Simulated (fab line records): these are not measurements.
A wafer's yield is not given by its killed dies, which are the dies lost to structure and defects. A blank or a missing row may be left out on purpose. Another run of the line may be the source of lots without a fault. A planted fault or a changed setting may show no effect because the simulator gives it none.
Comparing a struck lot with a sound one    flow n5Finfet    30 out of 1938 route steps
Sound: the wafers L667.1, L667.3, L667.5. Wafers L672.2, L672.4, L672.6 were the ones struck. The cause is given at the end.
Order at every step that has rows: each side's tool, ch and its chambers, its first start. Under that, the readings that differ: sound wafers    struck wafers    difference of the means    sigmas: that difference in standard deviations of wafers without a fault.
alike: readings with means less than 2 such deviations apart, plus words and numbers identical on both sides. not compared: withheld readings, readings lacking a value on some wafer, bounds such as >300 that could conceal the same value, and numbers that have no deviation in the record and whose values overlap.
Wherever a step has rows on one side only, a row that says differs or no value, or a row with sigmas, the two part there. Numbers that don't overlap but have no deviation are shown without sigmas and don't part them. A reading that every wafer of one side lacks parts them only if that side has two wafers or more.

first, 9 steps without rows for these wafers: N5_MOL_CONTACT_COAG_SRD_128 (dry time 32 s); N5_MOL_CONTACT_COAG_CMP_52 (polishes, stops on SiO2, t overpolish 1.5 s, target thk 66.5 nm); N5_MOL_CONTACT_COAG_ANNEAL_112 (time 1800 s); N5_BEOL_M0_SAQP_PECVD_00 (deposits SiCN from 3MS/NH3, target thk 8 nm, time 14 s); N5_BEOL_M0_SAQP_ILD_DEP_01 (deposits SiOC from DEMS/O2, target thk 45.419 nm, time 8.7 s); N5_BEOL_M0_SAQP_HM_DEP_02 (deposits TiN, target thk 12 nm); N5_BEOL_M0_SAQP_PECVD_03 (deposits SiCN from 3MS/NH3, target thk 12 nm, time 21.1 s); N5_BEOL_M0_SAQP_PECVD_96 (deposits a-Si from SiH4/He, target thk 45 nm, time 45.2 s); N5_BEOL_M0_SAQP_PECVD_97 (deposits SiNx from SiH4/NH3/N2, target thk 23 nm, time 19.9 s).
N5_BEOL_M0_SAQP_PECVD_04: deposits a-Si from SiH4/He, target thk 60 nm, time 60.2 s.
  sound on pecvd-03 ch 0,1,2, day 5 17:57; struck on pecvd-03 ch 0,1, day 6 19:13
  alike: heaterPowerW, showerheadPlenumPTorr, throttleValvePct
N5_BEOL_M0_SAQP_THK_MEAS_05:
  sound on filmMetro-01, day 5 18:03; struck on filmMetro-01, day 6 19:19
reading     sound           struck          difference  sigmas
thkNm (nm)  58.5 59.8 60.3  50.0 50.4 51.2  -9.0        -11
then, 15 steps without rows for these wafers: N5_BEOL_M0_SAQP_HM_DEP_111 (deposits SiO2 from SiH4/N2O, target thk 12 nm, time 7.2 s); N5_BEOL_M0_SAQP_COAT_81 (time 60 s, resist thk 100 nm); N5_BEOL_M0_SAQP_COAT_82 (time 60 s, resist thk 30 nm); N5_BEOL_M0_SAQP_COAT_08 (resist thk 90 nm); N5_BEOL_M0_SAQP_EBR_10; N5_BEOL_M0_SAQP_SOFTBAKE_09 (time 60 s); N5_BEOL_M0_SAQP_EXPOSE_11 (exposes mask M0 CORE, target cd 42 nm); N5_BEOL_M0_SAQP_PEB_12 (peb time 60 s); N5_BEOL_M0_SAQP_DEVELOP_13 (develop time 30 s); N5_BEOL_M0_SAQP_DESCUM_19 (chemistry O2, time 7.9 s); N5_BEOL_M0_SAQP_ETCH_83 (etches SiARC in CF4, target depth 39 nm, time 65 s); N5_BEOL_M0_SAQP_ETCH_84 (etches SOC in N2/H2, target depth 100 nm, overetch 20 nm, time 150 s); N5_BEOL_M0_SAQP_STRIP_80 (strips in N2/H2); N5_BEOL_M0_SAQP_HM_OPEN_112 (chemistry CHF3/O2, target SiO2, stops on a-Si, target depth 12 nm, time 13.5 s); N5_BEOL_M0_SAQP_STRIP_113 (strips in CHF3/O2).
N5_BEOL_M0_SAQP_MANDREL_ETCH_20: etches a-Si in HBr/Cl2, stops on SiNx, target depth 60 nm, bt time 10 s, time 30 s.
  sound on rieSi-06 ch 0,1,3, day 5 19:29; struck on rieSi-05 ch 0,1,3, day 6 20:10
reading              sound              struck             difference  sigmas
oesProductAu (a.u.)  0.765 0.793 0.791  0.694 0.717 0.717  -0.074      -5
  alike: biasW, drypumpMotorCurrentA, throttleValvePct
  not compared: rfHoursCounterH
then, 1 step without rows for these wafers: N5_BEOL_M0_SAQP_STRIP_86 (strips in N2/H2).
N5_BEOL_M4_RC_MEAS_101:
  sound on prober-02 ch 0, day 7 21:50; struck on prober-02 ch 0, day 8 19:04
  alike: DIBL_N, DIBL_P, IOFF_N, IOFF_P, ION_N, ION_P, SS_N, SS_P, VT_N, VT_P
N5_PASSIVATION_PROBE_49:
  sound wafers here have rows in the record (prober-01, day 12 04:26); struck ones have none

## WHERE THEY PART
At N5_BEOL_M0_SAQP_THK_MEAS_05 first; at N5_PASSIVATION_PROBE_49 last (within this record only).

WHY: whatever the simulator had introduced
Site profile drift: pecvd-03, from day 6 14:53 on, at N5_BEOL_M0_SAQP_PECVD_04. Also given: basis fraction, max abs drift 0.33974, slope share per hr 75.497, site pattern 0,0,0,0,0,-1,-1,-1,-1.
